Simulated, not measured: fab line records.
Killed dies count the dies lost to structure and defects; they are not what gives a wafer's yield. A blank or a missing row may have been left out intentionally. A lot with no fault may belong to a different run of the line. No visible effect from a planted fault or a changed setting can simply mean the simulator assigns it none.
Chamber matching -- flow n5 finfet -- N5_BEOL_M13_ILD_DEP_00 on pecvd-03: 3 sister chambers
The step deposits SiOC from DEMS/O2, target thk 837.92 nm, time 166.4 s. 6 wafers are shown with their chamber, then 8 later ones without.

== WAFERS WITH THEIR CHAMBER ==
wafer,chamber,throttle valve pct (%),heater power w (W)
L084.1,2,11.5,397
L084.4,2,12.0,419
L085.2,0,13.2,516
L085.3,1,11.4,421
L085.5,1,11.2,455
L090.1,0,13.1,534

== WAFERS WITHOUT THEIR CHAMBER ==
wafer,throttle valve pct (%),heater power w (W)
L090.2,11.3,422
L090.6,13.1,447
L094.1,11.9,407
L094.5,11.6,327
L094.6,13.2,511
L097.1,11.8,409
L097.3,11.3,376
L097.5,11.0,422

== THE CHAMBER EACH PASSED THROUGH ==
wafer,from the rows above,in truth
L090.2,can't be placed: 1 or 2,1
L090.6,0,0
L094.1,2,2
L094.5,can't be placed: 2 or 1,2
L094.6,0,0
L097.1,2,2
L097.3,can't be placed: 2 or 1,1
L097.5,can't be placed: 1 or 2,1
Correct placement for 4 of the 8. Not placeable from these rows: 4 (in 4, the candidates include the true chamber). 0 placed wrongly.
How it was worked out, from the rows above alone: a wafer's distance from a chamber is the root of the sum, over the readings, of the square of ((its reading less the chamber's mean) divided by the reading's scatter). The wafer belongs to the nearest chamber; if the next one is less than 2 further off, it can't be placed. For every chamber, the mean is computed from those of its wafers that are shown. The scatter: take each reading less its chamber's mean, square it, sum over the shown wafers, divide by the number of wafers less the number of chambers, and take the root.
